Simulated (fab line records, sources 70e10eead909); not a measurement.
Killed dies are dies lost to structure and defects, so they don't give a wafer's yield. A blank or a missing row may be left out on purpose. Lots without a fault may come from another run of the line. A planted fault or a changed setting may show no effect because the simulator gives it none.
Chamber matching | flow nand_harc | NHARC_A_BONDPAD_STRIP_16 on wet_bench-10: 7 sister chambers
The step strips in post etch residue remover, time 600 s. 7 wafers are shown with their chamber, then 7 later ones without.

WAFERS WITH THEIR CHAMBER
wafer  | chamber | temp_c (C)
L228.1 | 2       | 30.05
L226.1 | 6       | 29.73
L226.3 | 5       | 30.08
L225.3 | 3       | 29.96
L225.6 | 1       | 30.03
L227.2 | 0       | 30.04
L227.4 | 4       | 29.93

WAFERS WITHOUT THEIR CHAMBER
wafer  | temp_c (C)
L227.6 | 30.01
L230.1 | 30.06
L230.3 | 30.01
L230.5 | 29.97
L235.3 | 29.98
L235.4 | 30.13
L235.6 | 30.01

WHICH CHAMBER EACH WENT THROUGH
wafer  | from the rows above               | in truth
L227.6 | can't be placed: 1 or 0 or 2 or 3 | 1
L230.1 | can't be placed: 2 or 0 or 5 or 1 | 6
L230.3 | can't be placed: 1 or 0 or 2 or 3 | 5
L230.5 | can't be placed: 3 or 4           | 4
L235.3 | can't be placed: 3 or 1 or 4 or 0 | 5
L235.4 | can't be placed: 5 or 2 or 0      | 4
L235.6 | can't be placed: 1 or 0 or 2 or 3 | 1
Placed correctly: 0 of 7. Can't be placed from these rows: 7 (the true chamber is among the candidates in 3). Placed wrongly: 0.
How it was worked out, from the rows above alone: a wafer's distance from a chamber is the root of the sum, over the readings, of the square of ((its reading less the chamber's mean) divided by the reading's scatter). The wafer belongs to the nearest chamber; if the next one is less than 2 further off, it can't be placed. A chamber's mean is the mean of its shown wafers. The scatter: with one shown wafer a chamber, the root of the mean of the squares of how far each hidden wafer lies from its nearest shown one.
